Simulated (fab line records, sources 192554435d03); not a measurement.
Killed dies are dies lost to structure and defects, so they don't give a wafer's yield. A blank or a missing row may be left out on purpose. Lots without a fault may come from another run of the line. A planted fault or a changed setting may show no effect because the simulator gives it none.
Which tool did it? | flow n5_finfet | 11 lots, 33 wafers sampled, at 2 steps of a route of 1938

WHAT THE GAUGES READ, wafer by wafer
N5_BEOL_M12_CD_MEAS_17: target cd 140 nm. Usual: cd_nm 141.0 nm, standard deviation 1.4.
lot  | measured     | on        | cd_nm (nm)        | flag
L570 | day 10 16:49 | cd_sem-01 | 139.6 140.4 139.8 |
L575 | day 12 17:47 | cd_sem-01 | 141.5 139.5 140.5 |
L576 | day 12 22:16 | cd_sem-03 | 141.8 142.9 140.6 |
L577 | day 13 01:44 | cd_sem-03 | 140.5 141.5 141.2 |
L580 | day 13 02:01 | cd_sem-03 | 140.6 138.8 141.1 |
L578 | day 13 09:29 | cd_sem-03 | 139.4 140.2 141.3 |
L579 | day 13 10:22 | cd_sem-01 | 143.8 140.5 139.7 |
L581 | day 13 16:50 | cd_sem-03 | 140.7 140.9 139.7 |
L588 | day 15 18:55 | cd_sem-02 | 139.7 143.4 143.3 |
L590 | day 16 01:51 | cd_sem-02 | 140.4 141.4 138.4 |
L587 | day 16 02:53 | cd_sem-03 | 141.5 141.3 142.2 |

N5_BEOL_M12_OVL_MEAS_29. Usual: M12_OVL 2 nm, standard deviation 5.1.
lot  | measured     | on         | M12_OVL (nm) | flag
L570 | day 10 17:11 | overlay-02 | -8 -4 -1     |
L575 | day 12 18:09 | overlay-01 | 9 3 2        |
L576 | day 12 22:37 | overlay-02 | 1 6 7        |
L577 | day 13 02:06 | overlay-02 | 3 7 1        |
L580 | day 13 02:30 | overlay-02 | -4 -5 0      |
L578 | day 13 09:50 | overlay-02 | -3 8 -5      |
L579 | day 13 10:50 | overlay-01 | 2 7 3        |
L581 | day 13 17:19 | overlay-02 | -2 1 -5      |
L588 | day 15 19:24 | overlay-01 | 9 3 7        |
L590 | day 16 02:20 | overlay-02 | 5 1 -2       |
L587 | day 16 03:22 | overlay-01 | 6 2 -1       |

WHICH TOOL RAN EACH LOT (tool, then ch and the chambers of the sampled wafers, then the start)
The record holds no process step before these readings.

WHAT THE TOOLS THEMSELVES READ (means of the sampled wafers that have a number; where no wafer has one, the mark that the record gives instead)
The record holds no such reading with a usual standard deviation.

THE ANSWER, worked out from the rows above alone
Rule: a lot is off if the mean of its wafers that have a number lies more than 3 standard deviations from the usual mean. A lot without any number at a reading at which 4 lots or more have one is off too. The other lots that the step has rows for count as sound. The gauges are gone through in route order, then the tools' own readings, and for those a lot's mean is taken as printed above. The first step at which some lot is off is used, and at that step the reading that is off furthest; a lot without a number counts as furthest.
No lot is off at any reading shown: from this, nothing can be told.

WHAT THE SIMULATOR HAD PUT IN
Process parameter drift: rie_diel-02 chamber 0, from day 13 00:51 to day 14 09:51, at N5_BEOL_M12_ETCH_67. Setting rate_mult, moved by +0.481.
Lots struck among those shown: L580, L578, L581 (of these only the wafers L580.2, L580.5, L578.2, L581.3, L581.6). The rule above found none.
